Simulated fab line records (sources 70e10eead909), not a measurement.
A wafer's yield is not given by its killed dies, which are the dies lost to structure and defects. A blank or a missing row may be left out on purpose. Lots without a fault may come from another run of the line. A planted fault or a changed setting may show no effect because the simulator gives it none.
Commonality check across tools / flow nand harc / 14 lots, 42 wafers sampled

## WHAT PROMPTED THE OPENING
On 2 of the 14 lots, a flag is raised at NHARC_P_BONDPAD_THK_MEAS_20 on the reading thk nm. No-fault wafers: 160.8 nm, standard deviation 1.6.
Rule: a lot gets a flag if all its wafers with a number sit over 4 standard deviations from that mean, or if no wafer of it has a number. The other lots count as sound.

lot=L643; measured=day 7 08:59; on=film metro-01; thk nm (nm), wafer by wafer=159.5 159.7 162.3; flag=
lot=L644; measured=day 7 16:52; on=film metro-02; thk nm (nm), wafer by wafer=161.9 159.9 161.0; flag=
lot=L646; measured=day 8 09:08; on=film metro-02; thk nm (nm), wafer by wafer=161.8 159.4 160.1; flag=
lot=L647; measured=day 8 15:35; on=film metro-02; thk nm (nm), wafer by wafer=162.8 160.4 159.3; flag=
lot=L648; measured=day 9 04:11; on=film metro-01; thk nm (nm), wafer by wafer=157.7 157.5 159.4; flag=
lot=L649; measured=day 9 11:49; on=film metro-02; thk nm (nm), wafer by wafer=30.6 29.8 28.4; flag=FLAGGED
lot=L650; measured=day 10 02:31; on=film metro-02; thk nm (nm), wafer by wafer=29.2 29.4 29.5; flag=FLAGGED
lot=L656; measured=day 12 19:08; on=film metro-02; thk nm (nm), wafer by wafer=165.0 159.8 160.8; flag=
lot=L658; measured=day 13 18:35; on=film metro-01; thk nm (nm), wafer by wafer=160.8 158.4 160.0; flag=
lot=L659; measured=day 13 19:30; on=film metro-01; thk nm (nm), wafer by wafer=160.2 156.1 160.4; flag=
lot=L660; measured=day 14 02:12; on=film metro-01; thk nm (nm), wafer by wafer=160.3 160.8 162.2; flag=
lot=L661; measured=day 14 10:15; on=film metro-02; thk nm (nm), wafer by wafer=161.7 160.0 162.0; flag=
lot=L662; measured=day 15 00:11; on=film metro-01; thk nm (nm), wafer by wafer=162.4 161.8 162.7; flag=
lot=L664; measured=day 15 22:05; on=film metro-01; thk nm (nm), wafer by wafer=162.5 162.9 161.8; flag=
The mean of the flagged lots' numbers is 29.5 nm, -131.3 nm from the usual (-82 standard deviations).

## LOT BY LOT: THE TOOL USED
The record keeps 1 process step preceding the reading, out of 1302 steps on the route. Every cell lists first the tool, next ch and the chambers used by the sampled wafers, and last the start.
lot=L643; flag=; NHARC_P_BONDPAD_ECD_18=ecd cu-02 ch 0,1, day 7 08:00
lot=L644; flag=; NHARC_P_BONDPAD_ECD_18=ecd cu-01 ch 0,1, day 7 15:53
lot=L646; flag=; NHARC_P_BONDPAD_ECD_18=ecd cu-01 ch 0,1, day 8 08:04
lot=L647; flag=; NHARC_P_BONDPAD_ECD_18=ecd cu-01 ch 0, day 8 14:32
lot=L648; flag=; NHARC_P_BONDPAD_ECD_18=ecd cu-02 ch 0,1, day 9 03:12
lot=L649; flag=FLAGGED; NHARC_P_BONDPAD_ECD_18=ecd cu-01 ch 0,1, day 9 10:49
lot=L650; flag=FLAGGED; NHARC_P_BONDPAD_ECD_18=ecd cu-02 ch 0,1, day 10 01:30
lot=L656; flag=; NHARC_P_BONDPAD_ECD_18=ecd cu-02 ch 0, day 12 18:05
lot=L658; flag=; NHARC_P_BONDPAD_ECD_18=ecd cu-02 ch 0,1, day 13 17:35
lot=L659; flag=; NHARC_P_BONDPAD_ECD_18=ecd cu-01 ch 0,1, day 13 18:23
lot=L660; flag=; NHARC_P_BONDPAD_ECD_18=ecd cu-01 ch 0,1, day 14 01:16
lot=L661; flag=; NHARC_P_BONDPAD_ECD_18=ecd cu-01 ch 0,1, day 14 09:13
lot=L662; flag=; NHARC_P_BONDPAD_ECD_18=ecd cu-01 ch 0,1, day 14 23:17
lot=L664; flag=; NHARC_P_BONDPAD_ECD_18=ecd cu-02 ch 0,1, day 15 21:02
These steps, and what they do:
- NHARC_P_BONDPAD_ECD_18: material Cu, target thk 400 nm.
- NHARC_P_BONDPAD_THK_MEAS_20: measures by xrf.

## FLAGGED AGAINST TOTAL, ONE TOOL AT A TIME (gauges that did the reading follow at the end)
step=NHARC_P_BONDPAD_ECD_18; tool=ecd cu-01; lots run=8; flagged=1; share of the flagged lots=some; sound lots run after its first flagged lot=4 (L659,L660,L661,L662)
step=NHARC_P_BONDPAD_ECD_18; tool=ecd cu-02; lots run=6; flagged=1; share of the flagged lots=some; sound lots run after its first flagged lot=3 (L656,L658,L664)
step=NHARC_P_BONDPAD_THK_MEAS_20; tool=film metro-01; lots run=7; flagged=0; share of the flagged lots=none; sound lots run after its first flagged lot=-
step=NHARC_P_BONDPAD_THK_MEAS_20; tool=film metro-02; lots run=7; flagged=2; share of the flagged lots=all; sound lots run after its first flagged lot=2 (L656,L661)

## WHAT THE TABLE PERMITS
In the table, 1 row covers all flagged lots: film metro-02 at NHARC_P_BONDPAD_THK_MEAS_20.
- film metro-02 at NHARC_P_BONDPAD_THK_MEAS_20: 2 of its 7 lots flagged. Sound lots ran on it after the first flagged one (L656, L661), which a lasting fault on the whole tool wouldn't allow.
None of the table's rows ran every flagged lot and, after the first, no sound lot.

## WHAT THE SIMULATOR HAD INSERTED
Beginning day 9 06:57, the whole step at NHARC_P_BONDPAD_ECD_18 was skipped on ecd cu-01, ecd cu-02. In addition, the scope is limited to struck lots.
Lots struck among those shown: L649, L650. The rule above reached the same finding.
